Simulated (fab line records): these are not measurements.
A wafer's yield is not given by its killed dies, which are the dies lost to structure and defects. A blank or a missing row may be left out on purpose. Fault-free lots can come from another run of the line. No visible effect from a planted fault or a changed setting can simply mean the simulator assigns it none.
fab line records    flow n5_finfet
record: lots: 11  wafers: 31  last_day: 19
route steps=1938 shown BEOL_M15@1804 MIM_TOP@1834 PASSIVATION@1936
lots untouched by any fault: they come from a run of this same line in which no faults occurred
start_h: hours from the record's first day to the start of the lot's first wafer shown    wait_h: hours elapsed since this lot's preceding step    " the same as in the row above    L1.1+2: several wafers, shown together as one row    - no value present, or no start provided    * or withheld: withheld    < > ~ a bound
route shown NAME@n: NAME is a module with steps in the file, n the number in the route of the first one    usual: mean and standard deviation over wafers with no fault    same: alike in all rows    chamber/n: place in a boat    sites: per-site readings    _std_site: their standard deviation    _edge_site: inner sites' mean taken away from outer sites' mean    radius_mm: for every site, how far away it sits from the centre of the wafer    mask NAME#n: copy n    behind: the last tool/chamber to shape the wafer    hold: reason for holding the lot/hours on hold/outcome of the hold    device: names the non-switching transistor (n, p or np)    end of line: the route-end tests of the same wafers    for a step that has no rows: nothing shown but its recipe    killed: not the wafer's yield, but the dies lost to structure and defects at the first sort    map: dies across one wafer; x = killed, . = not, _ = none there
set.NAME: setting as actually run; set.NAME@STEP: the setting as run at that earlier step    model.NAME: the simulator's own value behind a step, which no gauge read
the route's steps for a sample of lots (tables are steps, rows are wafers)
services: a tool's chamber out of use, with start hour (start_h, from the record's first day; less than 0 if before it), hours out, and reason
== steps ==
step: N5_BEOL_M15_CD_MEAS_28
recipe: target_cd_nm: 407.6  landing_energy_ev: 500  detector: se_inlens
usual: cd_nm: 407.3/1.9
same: landing_energy_ev: 500
lot.wafer  tool       chamber  start_h  wait_h  cd_nm
L875.2     cd_sem-02  0        241.90   -       411.8
L875.4     "          0        "        "       411.0
L875.5     "          0        "        "       407.7
L877.2     cd_sem-01  0        245.67   -       408.6
L877.4     "          0        "        "       410.8
L877.5     "          0        "        "       409.9
L878.1     cd_sem-02  0        250.42   -       409.4
L878.3     "          0        "        "       407.8
L878.5     "          0        "        "       407.2
L880.2     cd_sem-02  0        258.16   -       406.4
L880.3     "          0        "        "       407.5
L880.4     "          0        "        "       409.0
L882.2     cd_sem-02  0        260.82   -       406.7
L882.3     "          0        "        "       407.0
L882.4     "          0        "        "       407.8
L881.2     cd_sem-03  0        270.85   -       408.6
L881.3     "          0        "        "       407.2
L881.5     "          0        "        "       404.6
L884.1     cd_sem-03  0        276.76   -       406.2
L884.2     "          0        "        "       406.2
L884.4     "          0        "        "       406.1
L895.2     cd_sem-01  0        374.79   -       408.2
L895.5     "          0        "        "       408.1
L895.6     "          0        "        "       407.7
L892.2     cd_sem-02  0        399.79   -       404.4
L892.4     "          0        "        "       404.6
L897.1     cd_sem-01  0        424.26   -       406.4
L897.3     "          0        "        "       407.7
L897.6     "          0        "        "       407.9
L886.4     cd_sem-03  0        424.58   -       406.5
L886.5     "          0        "        "       407.3
step: N5_BEOL_M15_ETCH_38
recipe: chemistry: CF4/N2  target: SiCN  target_depth_a: 1064  taper_deg: 2  time_s: 120.5  ion_energy_ev: 150  mask_material: SiO2  pressure_mtorr: 40  source_w: 430  bias_w: 70  Ar_flow_sccm: 100  cf4_flow_sccm: 60  n2_flow_sccm: 60
usual: drypump_motor_current_A: 5.8/0.71  oes_product_au: 0.78/0.097  rf_vpp_V: 382.6/2.2  showerhead_plenum_p_Torr: 2.22/0.081  throttle_valve_pct: 15.50/0.24
lot.wafer  tool         chamber  start_h  wait_h  drypump_motor_current_A  oes_product_au  rf_hours_counter_h  rf_vpp_V  showerhead_plenum_p_Torr  throttle_valve_pct
L875.2     rie_diel-05  0        -        -       6.7                      0.69            229                 379.2     2.09                      15.90
L875.4     "            3        "        "       5.0                      0.87            42                  384.9     2.33                      15.38
L875.5     "            3        "        "       4.9                      0.88            -                   386.5     2.33                      15.41
L877.2     rie_diel-05  2        -        -       5.3                      0.68            228                 384.8     2.27                      15.60
L877.4     "            1        "        "       6.7                      0.72            185                 379.6     2.11                      15.66
L877.5     "            3        "        "       5.0                      0.87            -                   385.3     2.33                      15.40
L878.1     rie_diel-06  2        -        -       6.5                      0.88            24                  380.3     2.17                      15.10
L878.3     "            0        "        "       6.3                      0.80            92                  382.6     2.31                      15.21
L878.5     "            2        "        "       6.5                      0.87            -                   382.1     2.17                      15.11
L880.2     rie_diel-05  0        -        -       6.7                      0.69            233                 379.6     2.09                      15.91
L880.3     "            3        "        "       4.9                      0.87            46                  386.7     2.33                      15.42
L880.4     "            1        "        "       6.7                      0.70            188                 379.1     2.11                      15.65
L882.2     rie_diel-06  1        -        -       5.4                      0.69            212                 382.0     2.18                      15.60
L882.3     "            2        "        "       6.5                      0.87            29                  381.4     2.17                      15.11
L882.4     "            0        "        "       6.4                      0.79            97                  384.8     2.31                      15.21
L881.2     rie_diel-01  2        -        -       5.6                      0.74            183                 381.8     2.19                      15.72
L881.3     "            0        "        "       5.0                      0.74            191                 384.8     2.28                      15.77
L881.5     "            1        "        "       5.2                      1.01            -                   382.1     2.26                      15.08
L884.1     rie_diel-05  3        -        -       4.9                      0.87            50                  386.1     2.33                      15.44
L884.2     "            0        "        "       6.7                      0.69            238                 379.8     2.09                      15.91
L884.4     "            1        "        "       6.7                      0.70            193                 380.1     2.11                      15.68
L895.2     rie_diel-01  0        -        -       5.0                      0.72            215                 383.6     2.27                      15.83
L895.5     "            0        "        "       5.0                      0.72            -                   383.8     2.27                      15.82
L895.6     "            3        "        "       4.7                      0.92            -                   380.3     2.16                      15.34
L892.2     rie_diel-05  1        -        -       6.7                      0.69            219                 379.8     2.10                      15.72
L892.4     "            0        "        "       6.7                      0.92            13                  385.3     2.34                      15.51
L886.4     rie_diel-05  0        -        -       6.7                      0.91            18                  385.8     2.34                      15.52
L886.5     "            1        "        "       6.7                      0.69            -                   377.2     2.10                      15.73
L897.1     rie_diel-06  2        -        -       6.5                      0.80            73                  382.3     2.15                      15.19
L897.3     "            3        "        "       5.4                      0.70            239                 381.3     2.18                      15.69
L897.6     "            2        "        "       6.5                      0.81            -                   380.1     2.15                      15.21
step: N5_BEOL_M15_ECD_47
recipe: material: Cu  target_thk_a: 18600
lot.wafer   tool       chamber  start_h  wait_h
L875.2+4+5  ecd_cu-01  1,0,0    243.22   0.1
L877.2+4+5  ecd_cu-01  0,1,0    246.76   0.1
L878.1+3+5  ecd_cu-02  0,1,1    251.96   0.1
L880.2+3+4  ecd_cu-02  1,0,1    260.05   0.1
L882.2+3+4  ecd_cu-02  0,0,1    263.70   0.1
L881.2+3+5  ecd_cu-01  0        272.98   0.1
L884.1+2+4  ecd_cu-02  1,0,1    278.63   0.1
L895.2+5+6  ecd_cu-01  0,1,0    378.03   0.1
L892.2+4    ecd_cu-02  0,1      403.07   0.1
L886.4+5    ecd_cu-02  1        426.89   0.2
L897.1+3+6  ecd_cu-01  1,1,0    428.60   0.1
step: N5_BEOL_M15_THK_MEAS_50
recipe: thk_meas_gauge: xrf  reads: Cu_of_BEOL_M15_ECD_47
usual: M15_THK: 848/17
lot.wafer  tool           chamber  start_h  wait_h  M15_THK[nm]
L875.2     film_metro-01  -        244.07   0.2     859
L875.4     "              -        "        "       838
L875.5     "              -        "        "       866
L877.2     film_metro-02  -        247.66   -       829
L877.4     "              -        "        "       851
L877.5     "              -        "        "       832
L878.1     film_metro-02  -        252.80   -       854
L878.3     "              -        "        "       835
L878.5     "              -        "        "       868
L880.2     film_metro-02  -        261.05   -       848
L880.3     "              -        "        "       850
L880.4     "              -        "        "       845
L882.2     film_metro-01  -        264.54   -       816
L882.3     "              -        "        "       818
L882.4     "              -        "        "       850
L881.2     film_metro-02  -        273.84   -       853
L881.3     "              -        "        "       864
L881.5     "              -        "        "       857
L884.1     film_metro-01  -        279.54   -       829
L884.2     "              -        "        "       843
L884.4     "              -        "        "       851
L895.2     film_metro-02  -        378.87   -       841
L895.5     "              -        "        "       855
L895.6     "              -        "        "       825
L892.2     film_metro-02  -        403.90   -       822
L892.4     "              -        "        "       776
L886.4     film_metro-01  -        427.65   -       770
L886.5     "              -        "        "       878
L897.1     film_metro-01  -        430.81   -       844
L897.3     "              -        "        "       866
L897.6     "              -        "        "       848
step: N5_BEOL_M15_RS_MEAS_54
recipe: thk_meas_gauge: four-point-probe  reads: Cu_of_BEOL_M15_ECD_47+Ta_of_BEOL_M15_SPUTTER_44+TaN_of_BEOL_M15_SPUTTER_43
usual: M15_RS: 0.0216/0.00043
lot.wafer  tool           chamber  start_h  wait_h  M15_RS[ohm/sq]
L875.2     film_metro-02  -        244.20   0.1     0.0217
L875.4     "              -        "        "       0.0223
L875.5     "              -        "        "       0.0215
L877.2     film_metro-01  -        247.79   0.1     0.0219
L877.4     "              -        "        "       0.0214
L877.5     "              -        "        "       0.0218
L878.1     film_metro-02  -        252.92   0.0     0.0214
L878.3     "              -        "        "       0.0219
L878.5     "              -        "        "       0.0212
L880.2     film_metro-02  -        261.18   0.1     0.0218
L880.3     "              -        "        "       0.0216
L880.4     "              -        "        "       0.0218
L882.2     film_metro-01  -        264.67   0.1     0.0225
L882.3     "              -        "        "       0.0224
L882.4     "              -        "        "       0.0217
L881.2     film_metro-02  -        273.97   0.1     0.0216
L881.3     "              -        "        "       0.0214
L881.5     "              -        "        "       0.0215
L884.1     film_metro-02  -        279.67   0.0     0.0220
L884.2     "              -        "        "       0.0217
L884.4     "              -        "        "       0.0215
L895.2     film_metro-01  -        379.00   0.1     0.0214
L895.5     "              -        "        "       0.0212
L895.6     "              -        "        "       0.0220
L892.2     film_metro-02  -        404.03   0.1     0.0221
L892.4     "              -        "        "       0.0236
L886.4     film_metro-02  -        427.78   0.0     0.0238
L886.5     "              -        "        "       0.0211
L897.1     film_metro-01  -        430.94   0.0     0.0216
L897.3     "              -        "        "       0.0210
L897.6     "              -        "        "       0.0216
step: N5_MIM_TOP_ALD_00
recipe: material: Al2O3  target_thk_a: *  temp_c: withheld  ald_precursor_family: TMA  ald_co_reactant: O3  pulse_time_s: withheld  purge_time_s: 3  co_reactant_purge_time_s: withheld  co_reactant_pulse_time_s: 3  ald_cycles: withheld
usual: precursor_pulse_height_rel: 0.999/0.022
lot.wafer  tool       chamber  start_h  wait_h  precursor_pulse_height_rel
L875.2     ald_hk-01  0        245.51   0.1     0.997
L875.4     "          3        "        "       0.969
L875.5     "          0        "        "       1.011
L877.2     ald_hk-02  2        249.00   0.1     1.019
L877.4     "          0        "        "       0.997
L877.5     "          2        "        "       1.018
L878.1     ald_hk-01  3        254.96   0.1     1.004
L878.3     "          2        "        "       0.989
L878.5     "          3        "        "       0.994
L880.2     ald_hk-01  3        263.13   0.1     0.988
L880.3     "          1        "        "       0.954
L880.4     "          2        "        "       0.993
L882.2     ald_hk-03  3        266.87   0.1     0.984
L882.3     "          2        "        "       0.987
L882.4     "          0        "        "       1.009
L881.2     ald_hk-02  0        277.43   0.1     1.013
L881.3     "          3        "        "       0.979
L881.5     "          1        "        "       0.977
L884.1     ald_hk-01  1        281.37   0.1     1.007
L884.2     "          2        "        "       0.997
L884.4     "          0        "        "       1.029
L895.2     ald_hk-02  3        380.56   0.1     1.021
L895.5     "          2        "        "       0.990
L895.6     "          3        "        "       1.001
L892.2     ald_hk-02  0        406.05   0.1     0.991
L892.4     "          1        "        "       1.029
L886.4     ald_hk-02  2        431.06   0.1     0.988
L886.5     "          0        "        "       1.030
L897.1     ald_hk-03  0        434.49   0.1     0.960
L897.3     "          1        "        "       0.970
L897.6     "          1        "        "       0.992
step: N5_PASSIVATION_PROBE_49
usual: defect_limited_yield: 91.0/1.5  killed_at_M0_to_M3: 32/9.6  killed_at_M4_up: 13/4.7  killed_at_contacts: 13/7.2  killed_at_front_end: 44/13  killed_at_other: 4/3.4  killed_dies: 106/18  killed_open: 70/13  killed_short: 35/8  sort_bin_5_function: 5.3/0.97  sort_bin_6_memory: 3.4/0.73  sort_n_pass: 1074/18  sort_yield_pct: 91.0/1.5
same: gross_dies: 1180  killed_at_back_side: 0  sort_bin_4_leakage[%]: 0  sort_bin_8_speed[%]: 0
lot.wafer  tool       chamber  start_h  wait_h  defect_limited_yield[%]  killed_at_M0_to_M3  killed_at_M4_up  killed_at_contacts  killed_at_front_end  killed_at_other  killed_dies  killed_open  killed_short  sort_bin_5_function[%]  sort_bin_6_memory[%]  sort_n_pass  sort_yield_pct[%]
L892.2     prober-01  -        420.86   0.1     87.6                     67                  11               8                   53                   7                146          84           57            6.2                     5.7                   1034         87.6
L892.4     prober-01  -        420.96   0.2     90.3                     32                  10               18                  49                   5                114          76           32            5.4                     3.7                   1066         90.3
L886.5     prober-02  -        442.30   0.2     88.8                     41                  17               43                  31                   0                132          86           41            6.2                     4.2                   1048         88.8
killed by level:class
L892.2 BEOL_M0_SAQP:geometric_particle:short=24 BEOL_M0_SAQP:geometric_particle:open=19 FIN_SAQP:geometric_particle:open=14 BEOL_M3:geometric_particle:open=13 FIN_SAQP:geometric_particle:short=12 STI_FIN_REVEAL:geometric_particle:open=9 MOL_CONTACT_COAG:geometric_particle:open=7 GATE_CUT:geometric_particle:short=4
L892.4 FIN_SAQP:geometric_particle:open=14 BEOL_M0_SAQP:geometric_particle:open=14 MOL_CONTACT_COAG:geometric_particle:open=14 FIN_SAQP:geometric_particle:short=11 STI_FIN_REVEAL:geometric_particle:open=8 BEOL_M0_SAQP:geometric_particle:short=7 BEOL_M3:geometric_particle:open=6 BEOL_M4:geometric_particle:open=6
L886.5 MOL_CONTACT_COAG:geometric_particle:open=34 BEOL_M0_SAQP:geometric_particle:short=11 MOL_CONTACT_COAG:geometric_particle:short=9 BEOL_M1:geometric_particle:open=9 FIN_SAQP:geometric_particle:open=7 BEOL_M4:geometric_particle:open=7 BEOL_M0_SAQP:geometric_particle:open=6 HKMG_FIN:area_etch=5
== services ==
tool         chamber  start_h  hours  kind
ald_hk-01    -        223.65   0.8    repair
ecd_cu-02    -        229.66   4.0    pm
rie_diel-05  -        253.99   4.3    pm
rie_diel-05  -        284.08   2.4    repair
ald_hk-01    -        285.01   1.7    repair
rie_diel-01  1        294.48   7.1    repair
ald_hk-03    -        298.81   14.6   pm
ald_hk-02    -        300.09   0.4    repair
ald_hk-01    -        309.84   2.8    pm
ald_hk-02    -        312.59   2.8    pm
rie_diel-05  -        320.91   14.6   pm
ald_hk-02    -        333.25   4.3    pm
rie_diel-05  0        348.78   2.5    repair
rie_diel-06  3        349.43   8.6    repair
rie_diel-05  0        357.79   -      clean
rie_diel-05  0        357.79   -      consumable_replace:focus_ring
rie_diel-05  0        357.79   -      consumable_replace:showerhead
rie_diel-05  0        357.79   13.4   scheduled_down
rie_diel-01  0        362.90   12.3   repair
rie_diel-05  1        368.33   8.1    repair
ald_hk-02    -        394.83   3.9    repair
rie_diel-06  1        418.76   6.1    repair
ald_hk-02    -        419.25   2.2    repair
rie_diel-05  -        419.60   1.1    repair
== key ==
first_sign: step: N5_BEOL_M15_THK_MEAS_50  reading: M15_THK  direction: down  sigmas: 4.5  usual: 848  struck: 773
effect: step: N5_BEOL_M15_RS_MEAS_54  reading: M15_RS  direction: up  sigmas: 4.9  usual: 0.0216  struck: 0.0237
met_at N5_BEOL_M15_ECD_47
struck_lots L886,L892
struck_wafers L886.4,L892.4
not_acting_at N5_BEOL_M15_CD_MEAS_28,N5_BEOL_M15_ETCH_38,N5_MIM_TOP_ALD_00
onset_between 278.63 403.07
fault: kind: process_parameter_drift  tool: ecd_cu-02  chamber: -  onset_h: 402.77  steps: N5_BEOL_M15_ECD_47  channel: target_thk_a  offset: *  shape: step  end_h: 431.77  scope: struck_wafers_only  acts_in: *  stated: *
